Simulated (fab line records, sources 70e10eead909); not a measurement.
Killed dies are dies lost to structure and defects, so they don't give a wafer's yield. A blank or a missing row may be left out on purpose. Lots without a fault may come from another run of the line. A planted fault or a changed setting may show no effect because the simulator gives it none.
Chamber matching | flow nand_harc | NHARC_A_CHANNEL_FILL_D1_ALD_16 on ald_hk-01: 4 sister chambers
The step deposits SiO2, target thk 1.5 nm, pulse time 10 s, ald cycles 15. 4 wafers are shown with their chamber, then 7 later ones without.

WAFERS WITH THEIR CHAMBER
wafer  | chamber | heater_power_w (W)
L554.4 | 1       | 553
L560.2 | 3       | 610
L563.3 | 0       | 472
L563.5 | 2       | 440

WAFERS WITHOUT THEIR CHAMBER
wafer  | heater_power_w (W)
L563.6 | 565
L567.3 | 428
L567.5 | 597
L567.6 | 470
L568.1 | 602
L568.4 | 476
L568.6 | 470

WHICH CHAMBER EACH WENT THROUGH
wafer  | from the rows above | in truth
L563.6 | 1                   | 1
L567.3 | 2                   | 2
L567.5 | 3                   | 3
L567.6 | 0                   | 0
L568.1 | 3                   | 3
L568.4 | 0                   | 0
L568.6 | 0                   | 0
Placed correctly: 7 of 7. Can't be placed from these rows: 0. Placed wrongly: 0.
How it was worked out, from the rows above alone: a wafer's distance from a chamber is the root of the sum, over the readings, of the square of ((its reading less the chamber's mean) divided by the reading's scatter). The wafer belongs to the nearest chamber; if the next one is less than 2 further off, it can't be placed. A chamber's mean is the mean of its shown wafers. The scatter: with one shown wafer a chamber, the root of the mean of the squares of how far each hidden wafer lies from its nearest shown one.
